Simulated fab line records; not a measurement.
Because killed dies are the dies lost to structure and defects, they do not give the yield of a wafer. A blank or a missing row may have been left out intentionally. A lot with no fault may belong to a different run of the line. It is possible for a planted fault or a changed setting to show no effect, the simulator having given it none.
Matching of chambers -- flow nand-harc -- 4 sister chambers for NHARC_A_CHANNEL_HOLE_D1_DESCUM_15 on rie-diel-07
The step chemistry O2, time 3 s. 8 wafers are shown with their chamber, then 12 later ones without.

== WAFERS, EACH WITH ITS CHAMBER ==
wafer,chamber,drypump-motor-current-A (A),rf-vpp-V (V)
L085.3,3,6.3,58.2
L086.1,3,6.3,57.2
L090.1,1,4.9,57.7
L090.2,2,5.8,58.9
L090.4,0,5.7,57.4
L093.1,0,5.7,56.5
L093.2,2,5.7,58.0
L093.4,1,4.9,59.2

== WAFERS WITHOUT THEIR CHAMBER ==
wafer,drypump-motor-current-A (A),rf-vpp-V (V)
L093.3,6.3,57.9
L093.5,5.7,58.2
L093.6,4.9,56.8
L094.1,4.9,57.3
L094.2,5.6,59.7
L094.6,5.7,58.2
L094.3,5.7,58.1
L094.4,6.3,57.7
L094.5,4.9,56.8
L097.1,5.6,57.8
L097.2,6.3,57.4
L097.4,4.9,57.2

== WHICH CHAMBER EACH ONE RAN IN ==
wafer,from the rows above,in truth
L093.3,3,3
L093.5,can't be placed: 2 or 0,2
L093.6,1,1
L094.1,1,1
L094.2,can't be placed: 0 or 2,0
L094.6,can't be placed: 2 or 0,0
L094.3,can't be placed: 0 or 2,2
L094.4,3,3
L094.5,1,1
L097.1,can't be placed: 0 or 2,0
L097.2,3,3
L097.4,1,1
Correct placement for 7 of the 12. These rows do not allow placing 5 (true chamber among the candidates in 5). Placed wrongly: 0.
How it was worked out, from the rows above alone: a wafer's distance from a chamber is the root of the sum, over the readings, of the square of ((its reading less the chamber's mean) divided by the reading's scatter). The wafer belongs to the nearest chamber; if the next one is less than 2 further off, it can't be placed. Each chamber's mean is taken over the wafers shown for it. How the scatter is found: for the shown wafers, subtract from each reading the mean of its chamber, square and add these, divide the total by (wafers less chambers), then take the root.
